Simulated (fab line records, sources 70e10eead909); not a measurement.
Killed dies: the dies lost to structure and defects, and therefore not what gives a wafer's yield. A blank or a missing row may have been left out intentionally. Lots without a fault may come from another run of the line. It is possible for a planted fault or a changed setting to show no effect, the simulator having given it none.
2 desks looking at one fault + flow nand_harc + what lay behind the numbers comes last; until then each desk has only its own

== AT THE METROLOGY DESK ==
Lot by lot, what the gauges showed, no matter which tool ran the lot: averages of those sampled wafers that carry a number. If a lot's mean is further than 4 standard deviations from the usual mean, the lot is out of limits and carries the mark OUT (the distance appears in the brackets).
Columns: A = cd_nm at NHARC_A_CONTACT_CD_MEAS_15, usual 190.0 nm
| lot  | first seen here | A     |
|------|-----------------|-------|
| L655 | day 22 18:56    | 190.1 |
| L654 | day 22 23:22    | 190.3 |
| L657 | day 23 08:55    | 188.9 |
| L658 | day 24 15:47    | 189.7 |
| L660 | day 25 06:44    | 190.5 |
| L661 | day 25 22:07    | 190.8 |
| L662 | day 26 06:26    | 189.1 |
| L666 | day 26 14:05    | 189.6 |
| L665 | day 26 17:30    | 190.1 |
| L663 | day 26 19:51    | 189.6 |
| L667 | day 27 21:59    | 190.2 |
| L669 | day 27 22:29    | 190.6 |
| L670 | day 29 05:25    | 190.2 |
| L671 | day 30 02:32    | 190.4 |
| L673 | day 30 06:35    | 188.7 |
This desk found nothing out of limits on any of the 15 lots.

== DESK OF THE TOOL OWNER: ald_metal-02 ==
The tool's own readings at NHARC_A_CONTACT_ALD_18 (deposits TiN, target thk 3 nm, pulse time 1 s, ald cycles 150): means of the sampled wafers that have a number, for each lot that ran on this tool. If a lot's mean is further than 4 standard deviations from the usual mean, the lot is out of limits and carries the mark OUT (the distance appears in the brackets).
Columns: A = heater_power_w at NHARC_A_CONTACT_ALD_18, usual 1057 W; B = precursor_pulse_height_rel at NHARC_A_CONTACT_ALD_18, usual 0.998
| lot  | first seen here | A    | B     |
|------|-----------------|------|-------|
| L654 | day 23 00:47    | 1063 | 0.997 |
| L658 | day 24 16:44    | 1017 | 1.007 |
| L660 | day 25 08:28    | 1017 | 0.990 |
| L663 | day 26 20:48    | 1034 | 1.025 |
| L667 | day 27 22:56    | 1055 | 0.986 |
| L670 | day 29 06:23    | 1083 | 1.006 |
| L671 | day 30 03:28    | 1094 | 0.993 |
| L673 | day 30 10:28    | 1065 | 0.986 |
This desk found nothing out of limits on any of the 8 lots.

== BROUGHT TOGETHER ==
Nothing out of limits was seen by the metrology desk.
The tool owner's desk saw nothing out of limits.

== WHAT THE SIMULATOR HAD INSERTED ==
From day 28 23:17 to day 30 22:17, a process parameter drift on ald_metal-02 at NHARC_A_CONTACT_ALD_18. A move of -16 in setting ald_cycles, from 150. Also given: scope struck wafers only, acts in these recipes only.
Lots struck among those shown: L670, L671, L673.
